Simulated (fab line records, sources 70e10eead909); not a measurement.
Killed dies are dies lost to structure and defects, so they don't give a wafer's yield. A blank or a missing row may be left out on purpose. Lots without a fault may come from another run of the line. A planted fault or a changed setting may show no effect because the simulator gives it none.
One fault seen from 2 desks | flow nand_harc | each desk has only its own numbers; what lay behind them comes last

THE DEFECT DESK
What the inspections along the route counted, lot by lot: means of the sampled wafers that have a number. A lot is out of limits, marked OUT, if its mean lies more than 4 standard deviations from the usual mean; the brackets give that distance.
Columns: A = raw_defect_count at NHARC_A_CHANNEL_HOLE_D1_INSPECT_40, usual 57
lot  | first seen here | A
L284 | day 9 00:17     | 53
L285 | day 9 08:58     | 51
L286 | day 9 09:27     | 54
L293 | day 10 11:28    | 790 (+46) OUT
L288 | day 10 15:41    | 754 (+44) OUT
L292 | day 10 19:10    | 63
L295 | day 11 11:48    | 56
L299 | day 12 16:11    | 56
L301 | day 13 00:25    | 67
L306 | day 14 16:25    | 51
This desk's finding: out of limits on L288, L293; first on L293, day 10 11:28 (raw_defect_count at NHARC_A_CHANNEL_HOLE_D1_INSPECT_40). In limits: L284, L285, L286, L292, L295, L299, L301, L306.

THE TOOL OWNER'S DESK: har_etch-01
The tool's own readings at NHARC_A_CHANNEL_HOLE_D1_ETCH_24 (etches the open film in C4F8/O2/Ar, time 906.2 s, target depth 1500 nm): means of the sampled wafers that have a number, for each lot that ran on this tool. A lot is out of limits, marked OUT, if its mean lies more than 4 standard deviations from the usual mean; the brackets give that distance.
Columns: A = c4f8_flow_sccm at NHARC_A_CHANNEL_HOLE_D1_ETCH_24, usual 93.80 sccm; B = drypump_motor_current_A at NHARC_A_CHANNEL_HOLE_D1_ETCH_24, usual 5.4 A; C = esc_clamp_current_uA at NHARC_A_CHANNEL_HOLE_D1_ETCH_24, usual 0.0210; D = showerhead_plenum_p_Torr at NHARC_A_CHANNEL_HOLE_D1_ETCH_24, usual 3.79 Torr; E = throttle_valve_pct at NHARC_A_CHANNEL_HOLE_D1_ETCH_24, usual 32.236 %
lot  | first seen here | A     | B   | C      | D    | E
L286 | day 9 05:34     | 93.72 | 5.7 | 0.0212 | 3.76 | 32.239
L293 | day 10 07:53    | 93.83 | 5.8 | 0.0214 | 3.70 | 32.231
L288 | day 10 12:03    | 93.71 | 5.8 | 0.0215 | 3.70 | 32.237
This desk's finding: nothing out of limits on any of the 3 lots.

PUT TOGETHER
The defect desk could have raised an alarm at day 10 11:28, on L288, L293.
The tool owner's desk saw nothing out of limits.
The tool owner's desk has L288, L293 on record, within its limits.
Of the lots named, all ran NHARC_A_CHANNEL_HOLE_D1_ETCH_24 on har_etch-01.

WHAT THE SIMULATOR HAD PUT IN
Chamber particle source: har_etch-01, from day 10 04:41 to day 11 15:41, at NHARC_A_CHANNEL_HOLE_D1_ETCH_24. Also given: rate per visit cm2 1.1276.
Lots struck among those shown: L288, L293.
Hours from the fault's start to each desk's first reading out of limits: the defect desk, 7.
